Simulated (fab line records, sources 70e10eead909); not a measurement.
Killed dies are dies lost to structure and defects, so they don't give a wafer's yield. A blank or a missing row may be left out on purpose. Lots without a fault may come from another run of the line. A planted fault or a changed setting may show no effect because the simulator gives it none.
One fault seen from 2 desks | flow nand_harc | each desk has only its own numbers; what lay behind them comes last

THE METROLOGY DESK
What the gauges read, lot by lot, whatever tool the lot ran on: means of the sampled wafers that have a number. A lot is out of limits, marked OUT, if its mean lies more than 4 standard deviations from the usual mean; the brackets give that distance.
Columns: A = thk_nm at NHARC_A_ONON_D1_THK_MEAS_18, usual 996 nm; B = thk_nm at NHARC_A_ONON_D1_THK_MEAS_27, usual 999 nm
lot  | first seen here | A    | B
L952 | day 7 21:14     | 996  | 998
L951 | day 7 21:16     | 1008 | 986
L953 | day 8 10:46     | 975  | 993
L954 | day 8 10:46     | 999  | 1012
L956 | day 9 01:09     | 997  | 990
L955 | day 9 01:10     | 992  | 997
L963 | day 11 11:29    | 968  | 991
L969 | day 12 00:40    | 997  | 999
L967 | day 12 00:40    | 984  | 998
L970 | day 12 15:36    | 1001 | 988
L972 | day 13 07:37    | 1006 | 1007
L973 | day 13 07:38    | 993  | 1004
L974 | day 13 07:59    | 1007 | 986
This desk's finding: nothing out of limits on any of the 13 lots.

THE TOOL OWNER'S DESK: pecvd_onon-02
The tool's own readings at NHARC_A_ONON_D1_DEP_16 (target thk 1000 nm): means of the sampled wafers that have a number, for each lot that ran on this tool. A lot is out of limits, marked OUT, if its mean lies more than 4 standard deviations from the usual mean; the brackets give that distance.
Columns: A = susceptor_temp_C at NHARC_A_ONON_D1_DEP_16, usual 400.02 C
lot  | first seen here | A
L954 | day 8 10:22     | 400.10
L955 | day 9 00:42     | 400.20
L963 | day 11 10:59    | 400.06
This desk's finding: nothing out of limits on any of the 3 lots.

PUT TOGETHER
The metrology desk saw nothing out of limits.
The tool owner's desk saw nothing out of limits.

WHAT THE SIMULATOR HAD PUT IN
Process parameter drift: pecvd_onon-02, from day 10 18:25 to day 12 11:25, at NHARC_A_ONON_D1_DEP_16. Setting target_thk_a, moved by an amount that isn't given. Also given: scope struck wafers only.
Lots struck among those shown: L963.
